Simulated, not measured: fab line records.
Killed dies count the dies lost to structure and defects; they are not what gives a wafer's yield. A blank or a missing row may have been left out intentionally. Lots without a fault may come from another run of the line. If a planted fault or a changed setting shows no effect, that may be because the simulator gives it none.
fab line records    flow nand_harc
record: lots: 12  wafers: 36  last_day: 33
route steps=1302 shown A_CONTACT@1084 A_BLC@1115 END@1302
lots untouched by any fault: they come from a run of this same line in which no faults occurred
start_h: hours from the record's first day to the start of the lot's first wafer shown    wait_h: hours since the lot's step before    " the same as in the row above    L1.1+2: several wafers, shown together as one row    - value missing, or start not given    * or withheld: withheld    < > ~ a bound
route shown NAME@n: NAME is a module with steps in the file, n the number in the route of the first one    usual: mean/standard deviation taken from wafers without a fault    same: alike in all rows    chamber/n: place in a boat    sites: the reading at each site    _std_site: standard deviation across them    _edge_site: mean of outer sites minus mean of inner sites    radius_mm: how far each site lies from the wafer's centre    mask NAME#n: copy n    behind: the tool/chamber that last shaped the wafer    hold: the reason the lot was held/the length of the hold in hours/how it ended    device: which transistor (n, p or np) failed to switch    end of line: the same wafers' tests at the end of the route    for a step that has no rows: nothing shown but its recipe    killed: the dies lost at the first sort to structure and to defects; this is not the yield of the wafer    map: a wafer's dies, marking killed ones x, the rest . and places with no die _
set.NAME: the setting that was run; set.NAME@STEP: the one run at that earlier step    model.NAME: the simulator's own value behind a step, which no gauge read
a sample of lots followed through the steps of the route, with each step as a table and each wafer as a row
services: a tool's chamber out of use, with start hour (start_h, from the record's first day; less than 0 if before it), hours out, and reason
== steps ==
step: NHARC_A_CONTACT_ETCH_30
recipe: target_depth_a: 726  time_s: 36.3  cf4_flow_sccm: 100  chf3_flow_sccm: 30  ar_flow_sccm: 0  rf_w: 500  bias_w: 200  chemistry: CF4/CHF3
usual: chamber_pressure_mTorr: 25.004/0.022  drypump_motor_current_A: 5.6/0.39  oes_product_au: 0.935/0.021  rf_vpp_V: 369.9/2  showerhead_plenum_p_Torr: 1.55/0.055  throttle_valve_pct: 16.802/0.0087
lot.wafer  tool         chamber  start_h  wait_h  chamber_pressure_mTorr  drypump_motor_current_A  oes_product_au  rf_hours_counter_h  rf_vpp_V  showerhead_plenum_p_Torr  throttle_valve_pct
L402.1     rie_diel-04  0        -        -       25.012                  5.4                      0.919           28                  369.7     1.53                      16.799
L402.2     "            1        "        "       24.987                  5.2                      0.913           29                  367.6     1.49                      16.792
L402.6     "            1        "        "       24.996                  5.2                      0.911           -                   367.7     1.49                      16.788
L405.4     rie_diel-11  1        -        -       25.014                  6.3                      0.991           29                  370.2     1.55                      16.792
L405.2     "            2        "        "       24.988                  5.3                      0.999           29                  369.3     1.51                      16.788
L405.6     "            0        "        "       25.030                  6.0                      1.003           -                   374.3     1.66                      16.807
L407.1     rie_diel-04  0        -        -       24.973                  5.4                      0.921           2                   368.7     1.53                      16.811
L407.2     "            3        "        "       25.005                  5.7                      0.916           2                   370.0     1.56                      16.798
L407.5     "            1        "        "       25.006                  5.2                      0.927           -                   368.8     1.49                      16.805
L406.2     rie_diel-04  2        -        -       25.027                  5.7                      0.979           2                   371.6     1.55                      16.793
L406.3     "            0        "        "       25.039                  5.4                      0.973           3                   369.7     1.53                      16.814
L406.6     "            1        "        "       24.977                  5.2                      0.978           -                   366.3     1.49                      16.802
L408.3     rie_diel-04  1        -        -       25.022                  5.2                      0.927           5                   369.1     1.49                      16.791
L408.5     "            2        "        "       25.019                  5.7                      0.936           -                   370.7     1.55                      16.788
L408.6     "            3        "        "       24.982                  5.7                      0.925           -                   369.5     1.56                      16.797
L409.1     rie_diel-04  3        -        -       24.984                  5.7                      0.922           5                   371.2     1.56                      16.803
L409.3     "            1        "        "       25.000                  5.2                      0.921           6                   367.1     1.49                      16.800
L409.6     "            3        "        "       24.962                  5.7                      0.925           -                   370.1     1.56                      16.804
L416.4     rie_diel-04  1        -        -       25.005                  5.2                      0.915           17                  367.7     1.48                      16.803
L416.5     "            1        "        "       24.979                  5.2                      0.918           -                   366.9     1.48                      16.797
L416.6     "            2        "        "       24.995                  5.7                      0.938           -                   370.1     1.55                      16.791
L418.2     rie_diel-11  3        -        -       25.032                  6.2                      0.964           15                  375.4     1.67                      16.802
L418.3     "            0        "        "       25.020                  6.0                      0.963           18                  372.4     1.65                      16.807
L418.6     "            2        "        "       24.993                  5.3                      0.972           -                   367.0     1.50                      16.788
L422.3     rie_diel-04  2        -        -       25.027                  5.7                      0.942           26                  370.0     1.55                      16.824
L422.1     "            0        "        "       24.987                  5.5                      0.938           26                  367.6     1.53                      16.797
L422.6     "            2        "        "       24.986                  5.7                      0.934           -                   370.3     1.55                      16.786
L423.1     rie_diel-11  0        -        -       24.974                  5.9                      0.928           36                  373.7     1.65                      16.807
L423.5     "            0        "        "       24.989                  6.0                      0.937           -                   373.5     1.65                      16.807
L423.4     "            1        "        "       25.029                  6.3                      0.926           -                   368.7     1.53                      16.802
L424.1     rie_diel-11  1        -        -       24.983                  6.3                      0.918           36                  368.3     1.53                      16.796
L424.3     "            0        "        "       25.027                  6.0                      0.925           38                  373.1     1.65                      16.792
L424.4     "            1        "        "       24.999                  6.3                      0.925           -                   369.4     1.53                      16.783
L425.4     rie_diel-04  3        -        -       24.999                  5.7                      0.919           2                   370.7     1.55                      16.809
L425.2     "            0        "        "       25.005                  5.5                      0.924           3                   369.9     1.53                      16.812
L425.5     "            2        "        "       25.053                  5.7                      0.917           -                   370.6     1.55                      16.804
step: NHARC_A_CONTACT_ETCH_134
recipe: source_w: withheld  pressure_mtorr: 20  bias_v: withheld  time_s: 140  target_depth_a: 7000  ar_flow_sccm: withheld  c4f8_flow_sccm: withheld  o2_flow_sccm: withheld  chemistry: C4F8/O2/Ar
usual: chamber_pressure_mTorr: 19.999/0.019
lot.wafer  tool             chamber  start_h  wait_h  chamber_pressure_mTorr  rf_hours_counter_h
L402.2     har_cap_etch-01  1        523.41   -       19.966                  2
L402.1     "                0        "        "       19.992                  2
L402.6     "                0        "        "       20.010                  -
L405.2     har_cap_etch-03  0        533.30   -       19.996                  51
L405.4     "                0        "        "       20.007                  -
L405.6     "                0        "        "       20.032                  -
L407.2     har_cap_etch-02  1        553.71   -       19.999                  95
L407.1     "                0        "        "       20.006                  95
L407.5     "                0        "        "       20.024                  -
L406.2     har_cap_etch-03  0        555.32   -       19.959                  55
L406.3     "                1        "        "       19.989                  -
L406.6     "                0        "        "       19.982                  -
L408.3     har_cap_etch-01  0        569.33   -       20.007                  -
L408.5     "                1        "        "       19.994                  -
L408.6     "                0        "        "       20.015                  -
L409.1     har_cap_etch-02  1        572.66   -       20.022                  98
L409.3     "                0        "        "       20.012                  -
L409.6     "                1        "        "       19.995                  -
L416.4     har_cap_etch-01  1        661.11   -       20.024                  -
L416.5     "                1        "        "       20.034                  -
L416.6     "                0        "        "       20.008                  -
L418.2     har_cap_etch-02  1        664.77   -       20.009                  113
L418.3     "                0        "        "       19.987                  -
L418.6     "                1        "        "       20.027                  -
L422.1     har_cap_etch-02  0        707.02   -       19.988                  121
L422.3     "                1        "        "       19.997                  -
L422.6     "                1        "        "       19.989                  -
L423.1     har_cap_etch-02  1        729.71   -       20.003                  124
L423.4     "                0        "        "       19.994                  -
L423.5     "                0        "        "       19.972                  -
L424.1     har_cap_etch-01  1        735.97   -       20.038                  40
L424.4     "                1        "        "       19.998                  -
L424.3     "                0        "        "       19.969                  -
L425.2     har_cap_etch-01  1        746.63   -       19.975                  41
L425.4     "                1        "        "       20.013                  -
L425.5     "                0        "        "       19.988                  -
step: NHARC_A_CONTACT_ETCH_137
recipe: source_w: withheld  pressure_mtorr: 20  bias_v: 1200  time_s: 311  target_depth_a: 19120  ar_flow_sccm: withheld  c4f8_flow_sccm: withheld  o2_flow_sccm: withheld  chemistry: C4F8/O2/Ar
usual: chamber_pressure_mTorr: 20.001/0.018
lot.wafer  tool             chamber  start_h  wait_h  chamber_pressure_mTorr  rf_hours_counter_h
L402.2     har_cap_etch-01  1        524.15   0.2     20.005                  2
L402.1     "                0        "        "       19.998                  2
L402.6     "                0        "        "       20.000                  -
L405.2     har_cap_etch-03  0        534.06   0.2     20.022                  52
L405.4     "                0        "        "       20.005                  -
L405.6     "                0        "        "       20.005                  -
L407.2     har_cap_etch-02  1        554.45   0.2     19.986                  95
L407.1     "                0        "        "       20.028                  95
L407.5     "                0        "        "       19.995                  -
L406.2     har_cap_etch-03  0        556.07   0.2     20.000                  56
L406.3     "                1        "        "       20.003                  -
L406.6     "                0        "        "       20.023                  -
L408.3     har_cap_etch-01  0        570.12   0.2     20.030                  -
L408.5     "                1        "        "       20.008                  -
L408.6     "                0        "        "       19.991                  -
L409.1     har_cap_etch-02  1        573.40   0.2     19.986                  98
L409.3     "                0        "        "       20.015                  -
L409.6     "                1        "        "       19.982                  -
L416.4     har_cap_etch-01  1        662.14   0.3     20.001                  -
L416.5     "                1        "        "       20.047                  -
L416.6     "                0        "        "       20.004                  -
L418.2     har_cap_etch-02  1        665.52   0.2     20.008                  114
L418.3     "                0        "        "       19.997                  -
L418.6     "                1        "        "       20.024                  -
L422.1     har_cap_etch-02  0        708.03   0.3     20.027                  122
L422.3     "                1        "        "       19.987                  -
L422.6     "                1        "        "       19.966                  -
L423.1     har_cap_etch-02  1        730.46   0.2     19.990                  125
L423.4     "                0        "        "       20.003                  -
L423.5     "                0        "        "       19.985                  -
L424.1     har_cap_etch-01  1        736.97   0.3     20.001                  41
L424.4     "                1        "        "       19.999                  -
L424.3     "                0        "        "       19.987                  -
L425.2     har_cap_etch-01  1        747.38   0.2     19.995                  42
L425.4     "                1        "        "       19.994                  -
L425.5     "                0        "        "       19.993                  -
step: NHARC_A_BLC_PEB_08
recipe: peb_temp_c: 100  peb_time_s: 65
lot.wafer   tool            chamber  start_h  wait_h
L402.1+2+6  litho_track-04  0        528.63   0.1
L405.2+4+6  litho_track-06  0        538.20   0.1
L407.1+2+5  litho_track-06  0        558.63   0.1
L406.2+3+6  litho_track-06  0        560.58   0.1
L408.3+5+6  litho_track-01  0        574.41   0.0
L409.1+3+6  litho_track-06  0        577.57   0.1
L416.4+5+6  litho_track-01  0        666.93   0.0
L418.2+3+6  litho_track-01  0        669.64   0.1
L422.1+3+6  litho_track-06  0        712.45   0.1
L423.1+4+5  litho_track-01  0        734.68   0.1
L424.1+3+4  litho_track-06  0        741.58   0.1
L425.2+4+5  litho_track-06  0        751.56   0.1
step: NHARC_A_BLC_CD_MEAS_10
recipe: target_cd_nm: 100  landing_energy_ev: 500
usual: cd_nm: 100.2/0.56
lot.wafer  tool       chamber  start_h  wait_h  cd_nm
L402.1     cd_sem-01  0        528.71   -       100.0
L402.2     "          0        "        "       99.2
L402.6     "          0        "        "       100.0
L405.2     cd_sem-01  0        538.29   -       100.6
L405.4     "          0        "        "       99.5
L405.6     "          0        "        "       100.7
L407.1     cd_sem-01  0        558.70   -       100.7
L407.2     "          0        "        "       100.6
L407.5     "          0        "        "       99.9
L406.2     cd_sem-01  0        560.66   -       99.9
L406.3     "          0        "        "       100.1
L406.6     "          0        "        "       100.5
L408.3     cd_sem-03  0        574.49   -       100.5
L408.5     "          0        "        "       100.4
L408.6     "          0        "        "       100.0
L409.1     cd_sem-02  0        577.65   -       100.1
L409.3     "          0        "        "       100.2
L409.6     "          0        "        "       99.7
L416.4     cd_sem-01  0        667.02   -       105.3
L416.5     "          0        "        "       103.8
L416.6     "          0        "        "       104.1
L418.2     cd_sem-02  0        669.72   -       104.0
L418.3     "          0        "        "       105.0
L418.6     "          0        "        "       104.5
L422.1     cd_sem-02  0        712.52   -       101.4
L422.3     "          0        "        "       100.5
L422.6     "          0        "        "       100.3
L423.1     cd_sem-03  0        734.76   -       99.7
L423.4     "          0        "        "       100.7
L423.5     "          0        "        "       100.0
L424.1     cd_sem-02  0        741.66   -       100.3
L424.3     "          0        "        "       101.4
L424.4     "          0        "        "       100.0
L425.2     cd_sem-01  0        751.64   -       100.4
L425.4     "          0        "        "       99.9
L425.5     "          0        "        "       102.0
step: NHARC_END_SORT_01
recipe: temp_c: 25
usual: killed_at_array: 55/20  killed_at_other: 0.7/0.96  killed_at_periphery: 4.1/2.4  killed_dies: 60/20  killed_open: 3.3/1.9  killed_short: 2.8/1.6
same: gross_dies: 677
lot.wafer  tool       chamber  start_h  wait_h  killed_at_array  killed_at_other  killed_at_periphery  killed_dies  killed_open  killed_short
L418.6     prober-01  0        717.47   4.0     81               0                2                    83           4            2
killed by level:class
L418.6 A_CHANNEL_HOLE_D1:chamber_film_flake=30 A_SLIT:chamber_film_flake=27 A_CHANNEL_HOLE_D2:chamber_film_flake=12 A_CONTACT:chamber_film_flake=3 A_BLC:geometric_particle:open=2 A_CHANNEL_HOLE_D1:geometric_particle:short=1 A_ONON_D2:geometric_particle:short=1 A_WL_FILL:geometric_particle:open=1
== services ==
tool             chamber  start_h  hours  kind
har_cap_etch-01  -        499.38   17.0   pm
har_cap_etch-01  0        499.38   17.0   vent_cycle
har_cap_etch-01  1        499.38   17.0   vent_cycle
litho_track-01   -        505.00   7.0    pm
har_cap_etch-01  0        516.38   -      clean
har_cap_etch-01  1        516.38   -      clean
rie_diel-04      -        516.83   0.2    repair
litho_track-06   -        529.00   7.0    pm
har_cap_etch-02  -        544.62   0.4    repair
rie_diel-11      0        544.89   2.9    repair
litho_track-04   -        553.00   7.0    pm
har_cap_etch-03  -        586.65   1.4    repair
rie_diel-04      0        592.26   5.9    repair
rie_diel-04      -        606.46   0.9    repair
rie_diel-11      -        609.72   9.0    pm
rie_diel-11      1        656.74   4.0    repair
litho_track-01   -        680.00   7.0    pm
litho_track-06   -        704.01   7.0    pm
rie_diel-04      -        709.19   9.0    pm
rie_diel-11      3        724.71   9.8    repair
litho_track-04   -        728.00   7.0    pm
rie_diel-11      2        735.21   6.5    repair
rie_diel-04      -        739.98   1.1    repair
rie_diel-04      2        750.79   8.5    repair
== key ==
first_sign: step: NHARC_A_BLC_CD_MEAS_10  reading: cd_nm  direction: up  sigmas: 7.6  usual: 100.2  struck: 104.5
effect none on later readings
met_at NHARC_A_BLC_PEB_08
struck_lots L416,L418
tester_left_out L416,L418
not_acting_at NHARC_A_CONTACT_ETCH_30,NHARC_A_CONTACT_ETCH_134,NHARC_A_CONTACT_ETCH_137
onset_between 574.41 666.93
fault: kind: process_parameter_drift  tool: litho_track-01  chamber: -  onset_h: 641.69  steps: NHARC_A_BLC_PEB_08  channel: peb_time_s  offset: *  shape: step  end_h: 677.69  acts_in: *  stated: *
tester_left_out: of these lots the tester's yield and bins aren't shown, on N5 and GAA mostly nor the transistor test; their killed dies are dies lost to structure and defects alone, not to doping, threshold or leakage, so they don't give the yield
